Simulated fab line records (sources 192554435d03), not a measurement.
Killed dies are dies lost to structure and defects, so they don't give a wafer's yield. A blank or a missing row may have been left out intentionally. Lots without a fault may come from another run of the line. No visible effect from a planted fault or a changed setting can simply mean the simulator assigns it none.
A lot that was struck, set against a sound lot || flow n5Finfet || 16 out of 1938 route steps
Sound: these wafers, L556.1, L556.3, L556.6. Struck: wafers L554.1, L554.3, L554.6. The cause is named last.
Order at every step that has rows: each side's tool, ch and its chambers, its first start. Under that, the readings that differ: sound wafers || struck wafers || difference of the means || sigmas: that difference in standard deviations of wafers without a fault.
alike: readings whose means differ by less than 2 such deviations, and words and numbers that are the same on both sides. not compared: withheld readings, readings that some wafer has no value for, bounds like >300 that may hide the same value, and numbers for which the record gives no deviation and whose values overlap.
Wherever a step has rows on one side only, a row that says differs or no value, or a row with sigmas, the two part there. Numbers that don't overlap but have no deviation are shown without sigmas and don't part them. A reading missing from all wafers of one side parts the sides only when that side holds two or more wafers.

N5_HKMG_FIN_OVL_MEAS_13:
  sound on overlay-01 ch 0, day 8 08:06; struck on overlay-02 ch 0, day 7 22:10
  alike: NWFM_OVL
N5_HKMG_FIN_INSPECT_14: inspects for defects (macro).
  struck on defectInspect-01, day 7 22:11; sound on defectInspect-01, day 8 08:07
  alike: rawDefectCount
N5_HKMG_FIN_DESCUM_17: chemistry O2, time 7.9 s.
  sound on rieDiel-04 ch 1,3, day 8 08:10; struck on rieDiel-03 ch 0,2,3, day 7 22:15
{"reading": "oesProductAu (a.u.)", "sound": "0.71 0.73 0.74", "struck": "0.86 0.94 0.97", "difference": "+0.20", "sigmas": "+2"}
  alike: drypumpMotorCurrentA, rfVppV, showerheadPlenumPTorr, throttleValvePct
  not compared: rfHoursCounterH
N5_HKMG_FIN_ETCH_31: etches SiARC in CF4, target depth 45.5 nm, time 75.8 s.
  sound on rieDiel-04 ch 1,3, day 8 08:11; struck on rieDiel-03 ch 0,2,3, day 7 22:17
  alike: drypumpMotorCurrentA, etchRfOnTimeS, oesProductAu, rfVppV, showerheadPlenumPTorr, throttleValvePct
  not compared: rfHoursCounterH
then, 2 steps without rows for these wafers: N5_HKMG_FIN_ETCH_32 (etches SOC in N2/H2, target depth 240 nm, time 300 s); N5_HKMG_FIN_STRIP_33 (strips in N2/H2).
N5_HKMG_FIN_STRIP_34: strips in CF4.
  sound on rieDiel-04 ch 1,3, day 8 08:26; struck on rieDiel-03 ch 0,2,3, day 7 22:32
{"reading": "oesProductAu (a.u.)", "sound": "0.71 0.73 0.74", "struck": "0.84 0.92 0.93", "difference": "+0.17", "sigmas": "+2"}
{"reading": "rfVppV (V)", "sound": "269.3 271.6 269.6", "struck": "272.8 273.4 273.8", "difference": "+3.2", "sigmas": "+2"}
  alike: drypumpMotorCurrentA, showerheadPlenumPTorr, throttleValvePct
  not compared: rfHoursCounterH
then, 1 step without rows for these wafers: N5_HKMG_FIN_ETCH_35 (etches SOC in N2/H2, target depth 215.8 nm, time 243.4 s).
N5_HKMG_FIN_STRIP_92: strips SOC in N2/H2, time 20 s.
  sound on rieDiel-04 ch 1,3, day 8 08:37; struck on rieDiel-03 ch 0,2,3, day 7 22:42
{"reading": "oesProductAu (a.u.)", "sound": "0.72 0.73 0.74", "struck": "0.88 0.97 0.95", "difference": "+0.20", "sigmas": "+2"}
  alike: drypumpMotorCurrentA, n2FlowSccm, rfVppV, showerheadPlenumPTorr, throttleValvePct
  not compared: rfHoursCounterH
then, 1 step without rows for these wafers: N5_HKMG_FIN_WET_ETCH_18 (etches TiN in SC1, time 55 s, target depth 5.2 nm, rinse time 30 s).
N5_HKMG_FIN_STRIP_19: strips in N2/H2, time 360 s.
  sound on plasmaAsher-01 ch 0,1, day 8 08:45; struck on plasmaAsher-02 ch 0, day 7 22:51
{"reading": "heaterPowerW (W)", "sound": "412 412 474", "struck": "504 518 523", "difference": "+82", "sigmas": "+2"}
  alike: drypumpMotorCurrentA, n2FlowSccm
  not compared: rfHoursCounterH
then, 1 step without rows for these wafers: N5_HKMG_FIN_ALD_91 (deposits TiN, target thk 1 nm, pulse time 1 s, purge time 3 s).
N5_HKMG_FIN_COAT_85: time 60 s, resist thk 300 nm.
  sound on lithoTrack-02 ch 0, day 8 09:25; struck on lithoTrack-01 ch 0, day 7 23:31
{"reading": "spinSpeedRpm (rpm)", "sound": "1500.3 1497.9 1499.4", "struck": "1752.2 1752.9 1751.2", "difference": "+252.9", "sigmas": "+99 or more"}
{"reading": "model.SOC_of_HKMG_FIN_COAT_85.thkNm (nm)", "sound": "299.6 300.4 299.4", "struck": "278 278.4 278.8", "difference": -21, "sigmas": ""}
  alike: heaterPowerTotalW
N5_HKMG_FIN_ETCH_86: etches SOC in N2/H2, stops on TiN, target depth 393.2 nm.
  sound on rieDiel-04 ch 1,2, day 8 09:29; struck on rieDiel-04 ch 2,3, day 7 23:43
  alike: drypumpMotorCurrentA, n2FlowSccm, oesProductAu, rfVppV, showerheadPlenumPTorr, throttleValvePct
  not compared: rfHoursCounterH, model.TiN_of_HKMG_FIN_ALD_91.thkNm
then, 1 step without rows for these wafers: N5_HKMG_FIN_STRIP_89 (strips SOC in N2/H2, time 20 s).
-- a jump in the record: the struck wafers' starts before and after are 9 days apart (it breaks off in module HKMG_FIN and resumes in module PASSIVATION, where the first step shown is number 1936 of the route) --
N5_PASSIVATION_PROBE_49:
  record: rows for the struck wafers here (prober-01, day 17 10:06), none for the sound ones

## WHERE THEY PART
Earliest at N5_HKMG_FIN_DESCUM_17; latest, in this record, at N5_PASSIVATION_PROBE_49.

WHY: what had been put in by the simulator
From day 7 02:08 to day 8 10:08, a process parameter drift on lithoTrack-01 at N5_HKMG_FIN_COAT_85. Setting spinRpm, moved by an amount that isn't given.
